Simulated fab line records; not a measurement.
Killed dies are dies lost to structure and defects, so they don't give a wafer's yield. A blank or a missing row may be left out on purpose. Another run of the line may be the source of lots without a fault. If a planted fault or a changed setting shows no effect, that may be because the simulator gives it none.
fab line records	flow nandHarc
record: lots: 13	wafers: 39	lastDay: 33
route steps=1302 shown A_ONON_D1@443 A_CHANNEL_HOLE_D1@451 END@1302
lots untouched by any fault: they come from a run of this same line in which no faults occurred
startH: start of the lot's first displayed wafer, in hours after the record's first day	waitH: hours since the lot's step before	" repeats the value in the row above	L1.1+2: a single row standing in for several wafers	- no value, or no start given	* or withheld: withheld	< > ~ a bound
route shown NAME@n: names a module that has steps shown in the file, with the first one's number in the route	usual: mean/standard deviation taken from wafers without a fault	same: alike in all rows	chamber/n: place in a boat	sites: each site's reading	_std_site: how widely they spread, as a standard deviation	_edge_site: outer sites' mean less inner sites'	radiusMm: for every site, how far away it sits from the centre of the wafer	mask NAME#n: copy n	behind: tool/chamber where the wafer was last shaped	hold: the reason the lot was held/the length of the hold in hours/how it ended	device: transistor that didn't switch, given as n, p or np	end of line: the tests these same wafers got at the end of their route	a step without rows: its recipe alone	killed: count of dies lost to structure and defects at first sort (not the wafer's yield)	map: a wafer's dies, marking killed ones x, the rest . and places with no die _
set.NAME: the setting that was run; set.NAME@STEP: the one run at that earlier step	model.NAME: the simulator's own value behind a step, which no gauge read
one table for each step of the route and one row for each wafer, over a sample of lots
services: the hour from which a tool's chamber was out of use, counted from the record's first day as startH (under 0 if before that day), plus the number of hours and why
== steps ==
step: NHARC_A_ONON_D1_THK_MEAS_27
recipe: thkMeasGauge: ellipsometry
usual: thkNm: 1000/9.1
lot.wafer	tool	chamber	startH	waitH	thkNm
L381.1	filmMetro-02	-	181.31	-	1003
L381.5	"	-	"	"	1003
L381.6	"	-	"	"	1004
L382.1	filmMetro-02	-	196.63	-	1003
L382.5	"	-	"	"	1004
L382.6	"	-	"	"	1004
L384.1	filmMetro-01	-	206.97	-	1006
L384.4	"	-	"	"	1005
L384.6	"	-	"	"	1004
L385.1	filmMetro-01	-	213.77	-	975
L385.4	"	-	"	"	974
L385.5	"	-	"	"	976
L386.1	filmMetro-02	-	213.78	-	999
L386.2	"	-	"	"	1001
L386.5	"	-	"	"	1000
L388.3	filmMetro-01	-	252.26	-	997
L388.4	"	-	"	"	997
L388.6	"	-	"	"	997
L390.1	filmMetro-02	-	269.10	-	1011
L390.2	"	-	"	"	1011
L390.5	"	-	"	"	1009
L391.2	filmMetro-02	-	276.07	-	1008
L391.3	"	-	"	"	1006
L391.6	"	-	"	"	1007
L392.4	filmMetro-02	-	282.69	-	1008
L392.5	"	-	"	"	1008
L392.6	"	-	"	"	1007
L394.3	filmMetro-01	-	298.01	-	987
L394.4	"	-	"	"	988
L394.5	"	-	"	"	988
L399.3	filmMetro-02	-	355.66	-	1002
L399.4	"	-	"	"	1001
L399.6	"	-	"	"	1004
L401.4	filmMetro-01	-	380.93	-	991
L401.5	"	-	"	"	991
L401.6	"	-	"	"	990
L404.4	filmMetro-01	-	404.83	-	1008
L404.5	"	-	"	"	1007
L404.6	"	-	"	"	1006
step: NHARC_A_ONON_D1_THK_MEAS_30
recipe: thkMeasGauge: ellipsometry
usual: thkNm: 1002/11
lot.wafer	tool	chamber	startH	waitH	thkNm
L381.1	filmMetro-02	-	181.88	-	1013
L381.5	"	-	"	"	1015
L381.6	"	-	"	"	1015
L382.1	filmMetro-01	-	197.20	-	1017
L382.5	"	-	"	"	1019
L382.6	"	-	"	"	1017
L384.1	filmMetro-01	-	207.54	-	1011
L384.4	"	-	"	"	1010
L384.6	"	-	"	"	1010
L385.1	filmMetro-01	-	214.33	-	1005
L385.4	"	-	"	"	1005
L385.5	"	-	"	"	1006
L386.1	filmMetro-01	-	214.34	-	1006
L386.2	"	-	"	"	1005
L386.5	"	-	"	"	1004
L388.3	filmMetro-02	-	252.83	-	991
L388.4	"	-	"	"	990
L388.6	"	-	"	"	992
L390.1	filmMetro-01	-	269.67	-	1002
L390.2	"	-	"	"	1004
L390.5	"	-	"	"	1003
L391.2	filmMetro-01	-	276.63	-	1002
L391.3	"	-	"	"	1003
L391.6	"	-	"	"	1004
L392.4	filmMetro-02	-	283.25	-	1005
L392.5	"	-	"	"	1006
L392.6	"	-	"	"	1003
L394.3	filmMetro-01	-	298.58	-	1009
L394.4	"	-	"	"	1007
L394.5	"	-	"	"	1008
L399.3	filmMetro-01	-	356.22	-	993
L399.4	"	-	"	"	993
L399.6	"	-	"	"	995
L401.4	filmMetro-01	-	381.51	-	1004
L401.5	"	-	"	"	1004
L401.6	"	-	"	"	1005
L404.4	filmMetro-01	-	405.40	-	1001
L404.5	"	-	"	"	1001
L404.6	"	-	"	"	1000
step: NHARC_A_CHANNEL_HOLE_D1_DEP_01
recipe: targetThkA: 1400	targetThkNm: 140	tempC: 400	pressureTorr: 3.5	flowSccm: 200	rfW: 350	material: SiON
usual: chamberPressureTorr: 3.500/0.0074	heaterPowerOuterW: 439/77	heaterPowerW: 724/120	rfFwdPowerW: 348.7/1.1
lot.wafer	tool	chamber	startH	waitH	chamberPressureTorr	heaterPowerOuterW	heaterPowerW	rfFwdPowerW
L381.1	pecvd-01	0	184.47	1.6	3.503	390	660	345.2
L381.6	"	2	"	"	3.492	388	662	346.9
L381.5	"	1	"	"	3.504	444	711	347.0
L382.1	pecvd-04	0	200.08	1.6	3.486	564	898	349.8
L382.6	"	2	"	"	3.499	327	589	348.5
L382.5	"	1	"	"	3.505	350	624	348.1
L384.1	pecvd-03	2	210.14	1.7	3.499	347	547	350.2
L384.4	"	0	"	"	3.510	512	890	346.8
L384.6	"	1	"	"	3.507	468	770	350.1
L385.1	pecvd-04	1	220.37	1.7	3.495	363	613	350.5
L385.4	"	0	"	"	3.496	534	890	348.6
L385.5	"	2	"	"	3.493	273	514	348.3
L386.2	pecvd-01	2	220.88	1.3	3.500	428	744	347.9
L386.1	"	1	"	"	3.498	485	749	347.2
L386.5	"	0	"	"	3.512	398	640	348.7
L388.3	pecvd-01	2	259.51	1.0	3.496	419	725	347.7
L388.6	"	2	"	"	3.496	425	694	346.1
L388.4	"	0	"	"	3.500	489	741	348.5
L390.1	pecvd-03	1	272.14	1.6	3.490	516	803	349.0
L390.2	"	0	"	"	3.487	591	979	345.7
L390.5	"	2	"	"	3.502	370	583	347.7
L391.3	pecvd-03	1	281.05	1.0	3.504	464	727	351.0
L391.2	"	2	"	"	3.501	296	495	350.3
L391.6	"	0	"	"	3.490	552	952	348.8
L392.6	pecvd-01	1	288.79	0.1	3.507	472	726	349.0
L392.5	"	2	"	"	3.496	379	657	348.4
L392.4	"	0	"	"	3.502	502	771	347.8
L394.3	pecvd-03	0	301.12	1.0	3.500	591	1044	349.0
L394.4	"	2	"	"	3.510	306	500	348.3
L394.5	"	0	"	"	3.520	596	1007	348.7
L399.3	pecvd-03	0	358.81	1.0	3.506	568	951	404.5
L399.6	"	2	"	"	3.494	337	554	403.6
L399.4	"	1	"	"	3.502	454	744	406.5
L401.4	pecvd-03	2	387.17	0.7	3.495	344	545	404.9
L401.5	"	0	"	"	3.490	505	833	405.6
L401.6	"	1	"	"	3.497	520	831	404.1
L404.6	pecvd-04	2	410.53	0.1	3.497	350	653	350.2
L404.5	"	0	"	"	3.493	485	818	349.1
L404.4	"	1	"	"	3.508	394	676	348.2
step: NHARC_A_CHANNEL_HOLE_D1_OVL_MEAS_11
usual: overlayXNm: 0.2/0.7	overlayYNm: -0.1/0.8
lot.wafer	tool	chamber	startH	waitH	overlayXNm	overlayYNm
L381.1	overlay-02	-	185.12	-	-0.4	1.7
L381.5	"	-	"	"	-0.6	1.0
L381.6	"	-	"	"	-1.3	1.1
L382.1	overlay-01	-	200.86	-	0.3	-2.4
L382.5	"	-	"	"	1.0	-2.0
L382.6	"	-	"	"	0.0	-1.8
L384.1	overlay-02	-	210.89	-	-0.2	0.7
L384.4	"	-	"	"	-0.4	0.9
L384.6	"	-	"	"	-0.2	0.9
L385.1	overlay-01	-	221.15	-	1.5	-0.6
L385.4	"	-	"	"	1.0	-0.5
L385.5	"	-	"	"	1.7	-0.1
L386.1	overlay-02	-	221.56	-	0.2	-0.8
L386.2	"	-	"	"	-0.5	-0.7
L386.5	"	-	"	"	-0.4	-0.3
L388.3	overlay-02	-	260.30	-	-1.2	-1.0
L388.4	"	-	"	"	-0.3	-0.8
L388.6	"	-	"	"	-1.1	-1.2
L390.1	overlay-01	-	272.83	-	1.0	0.3
L390.2	"	-	"	"	1.2	0.5
L390.5	"	-	"	"	0.8	0.2
L391.2	overlay-01	-	281.73	-	-0.1	-0.7
L391.3	"	-	"	"	0.3	0.0
L391.6	"	-	"	"	0.1	-0.2
L392.4	overlay-01	-	289.39	-	0.0	-0.3
L392.5	"	-	"	"	0.8	0.2
L392.6	"	-	"	"	0.3	-0.4
L394.3	overlay-01	-	301.90	-	-0.2	-0.3
L394.4	"	-	"	"	-0.5	-0.5
L394.5	"	-	"	"	-0.3	-0.4
L399.3	overlay-02	-	359.47	-	-0.6	0.8
L399.4	"	-	"	"	-0.7	0.8
L399.6	"	-	"	"	-0.6	1.2
L401.4	overlay-01	-	387.89	-	1.1	-2.1
L401.5	"	-	"	"	1.8	-1.0
L401.6	"	-	"	"	1.0	-1.9
L404.4	overlay-02	-	411.13	-	0.5	-0.9
L404.5	"	-	"	"	0.3	-0.9
L404.6	"	-	"	"	0.1	-1.1
step: NHARC_END_SORT_01
recipe: tempC: 25
usual: killedAtArray: 50/20	killedAtOther: 1.2/1.5	killedAtPeriphery: 3.6/2.6	killedDies: 55/20	killedOpen: 3.4/2	killedShort: 2.7/1.6
same: grossDies: 677
lot.wafer	tool	chamber	startH	waitH	killedAtArray	killedAtOther	killedAtPeriphery	killedDies	killedOpen	killedShort
L382.1	prober-02	0	581.98	2.5	83	2	0	85	3	1
L382.5	prober-02	0	585.22	3.7	104	2	3	109	2	5
L382.6	prober-02	0	586.02	4.0	97	0	3	100	4	4
L385.1	prober-01	0	603.29	2.5	55	4	1	60	1	1
L385.4	prober-01	0	605.69	3.4	49	4	0	53	2	1
L385.5	prober-01	0	606.49	3.7	57	5	4	66	4	5
L388.3	prober-02	0	646.86	3.1	63	0	4	67	7	4
L388.4	prober-02	0	647.66	3.4	69	0	2	71	1	3
L388.6	prober-02	0	649.27	4.0	59	0	2	61	5	2
killed by level:class
L382.1 A_CHANNEL_HOLE_D1:chamberFilmFlake=36 A_CHANNEL_HOLE_D2:chamberFilmFlake=22 A_SLIT:chamberFilmFlake=14 A_ONON_D1:geometricParticle:open=2 A_DECK1_JOINT:chamberFilmFlake=2 A_STAIRCASE:chamberFilmFlake=2 THIN_TSV:chamberFilmFlake=2 A_DECK1_JOINT:geometricParticle:open=1
L382.5 A_CHANNEL_HOLE_D1:chamberFilmFlake=42 A_CHANNEL_HOLE_D2:chamberFilmFlake=40 A_SLIT:chamberFilmFlake=8 A_DECK1_JOINT:chamberFilmFlake=3 A_CHANNEL_FILL_D1:geometricParticle:short=2 P_ZERO_WELL:chamberFilmFlake=2 THIN_TSV:chamberFilmFlake=2 A_CONTACT:chamberFilmFlake=2
L382.6 A_CHANNEL_HOLE_D1:chamberFilmFlake=29 A_CHANNEL_HOLE_D2:chamberFilmFlake=25 A_SLIT:chamberFilmFlake=23 A_CONTACT:chamberFilmFlake=4 A_M1:chamberFilmFlake=3 A_DECK1_JOINT:chamberFilmFlake=2 A_STAIRCASE:chamberFilmFlake=2 A_ONON_D1:geometricParticle:short=1
L385.1 A_CHANNEL_HOLE_D1:chamberFilmFlake=31 A_CHANNEL_HOLE_D2:chamberFilmFlake=13 THIN_TSV:chamberFilmFlake=4 A_STAIRCASE:chamberFilmFlake=3 A_CONTACT:chamberFilmFlake=3 A_CHANNEL_FILL_D1:chamberFilmFlake=2 P_STI:geometricParticle:open=1 A_CHANNEL_FILL_D1:geometricParticle:short=1
L385.4 A_CHANNEL_HOLE_D1:chamberFilmFlake=33 A_CHANNEL_HOLE_D2:chamberFilmFlake=5 A_STAIRCASE:chamberFilmFlake=4 THIN_TSV:chamberFilmFlake=2 A_ONON_D2:geometricParticle:open=1 A_CONTACT:geometricParticle:short=1 STARTING-WAFER:geometricParticle:open=1 A_ZERO_WELL:chamberFilmFlake=1
L385.5 A_CHANNEL_HOLE_D1:chamberFilmFlake=34 A_CHANNEL_HOLE_D2:chamberFilmFlake=7 THIN_TSV:chamberFilmFlake=5 A_STAIRCASE:chamberFilmFlake=4 A_CONTACT:chamberFilmFlake=3 P_CONTACT:geometricParticle:open=2 A_CHANNEL_FILL_D2:geometricParticle:short=2 P_STI:geometricParticle:open=1
L388.3 A_CHANNEL_HOLE_D2:chamberFilmFlake=34 A_SLIT:chamberFilmFlake=8 A_CONTACT:chamberFilmFlake=8 A_M0:geometricParticle:open=2 P_M2:chamberFilmFlake=2 A_WL_FILL:chamberFilmFlake=2 P_STI:geometricParticle:short=1 P_M0:geometricParticle:open=1
L388.4 A_SLIT:chamberFilmFlake=30 A_CHANNEL_HOLE_D2:chamberFilmFlake=23 A_CONTACT:chamberFilmFlake=6 A_CHANNEL_HOLE_D1:chamberFilmFlake=3 P_GATE:chamberFilmFlake=2 A_CHANNEL_FILL_D1:geometricParticle:short=1 A_DECK1_JOINT:geometricParticle:short=1 A_CONTACT:geometricParticle:open=1
L388.6 A_CHANNEL_HOLE_D2:chamberFilmFlake=35 A_SLIT:chamberFilmFlake=11 A_CONTACT:chamberFilmFlake=5 A_CHANNEL_FILL_D2:geometricParticle:open=2 P_CONTACT:geometricParticle:open=1 A_ONON_D1:geometricParticle:open=1 A_CHANNEL_FILL_D1:geometricParticle:short=1 A_DECK1_JOINT:geometricParticle:short=1
== services ==
tool	chamber	startH	hours	kind
pecvd-03	-	171.53	0.3	repair
pecvd-04	0	182.68	6.1	repair
pecvd-03	-	185.01	13.0	pm
pecvd-03	0	185.01	13.0	ventCycle
pecvd-03	1	185.01	13.0	ventCycle
pecvd-03	2	185.01	13.0	ventCycle
pecvd-01	2	191.76	5.7	repair
pecvd-03	0	198.01	-	clean
pecvd-03	1	198.01	-	clean
pecvd-03	2	198.01	-	clean
pecvd-01	2	265.00	2.1	repair
pecvd-03	-	265.50	1.8	repair
pecvd-04	-	269.00	13.0	pm
pecvd-04	-	308.10	0.3	repair
pecvd-01	-	311.27	13.0	pm
pecvd-01	0	311.27	13.0	ventCycle
pecvd-03	-	339.29	1.7	repair
pecvd-03	-	366.01	13.0	pm
pecvd-03	0	366.01	13.0	ventCycle
pecvd-03	1	366.01	13.0	ventCycle
pecvd-03	2	366.01	13.0	ventCycle
pecvd-03	0	379.01	-	clean
pecvd-03	1	379.01	-	clean
pecvd-03	2	379.01	-	clean
== key ==
firstSign: step: NHARC_A_CHANNEL_HOLE_D1_DEP_01	reading: rfFwdPowerW	direction: up	sigmas: 53	usual: *	struck: *
effect none on later readings
metAt NHARC_A_CHANNEL_HOLE_D1_DEP_01
struckLots L399,L401
testerLeftOut L399,L401
notActingAt NHARC_A_ONON_D1_THK_MEAS_27,NHARC_A_ONON_D1_THK_MEAS_30,NHARC_A_CHANNEL_HOLE_D1_OVL_MEAS_11
onsetBetween 301.12 358.81
fault: kind: processParameterDrift	tool: pecvd-03	chamber: -	onsetH: 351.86	steps: NHARC_A_CHANNEL_HOLE_D1_DEP_01	channel: rfW	offset: *	shape: step	endH: 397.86	actsIn: *	stated: *
testerLeftOut: of these lots the tester's yield and bins aren't shown, on N5 and GAA mostly nor the transistor test; their killed dies are dies lost to structure and defects alone, not to doping, threshold or leakage, so they don't give the yield
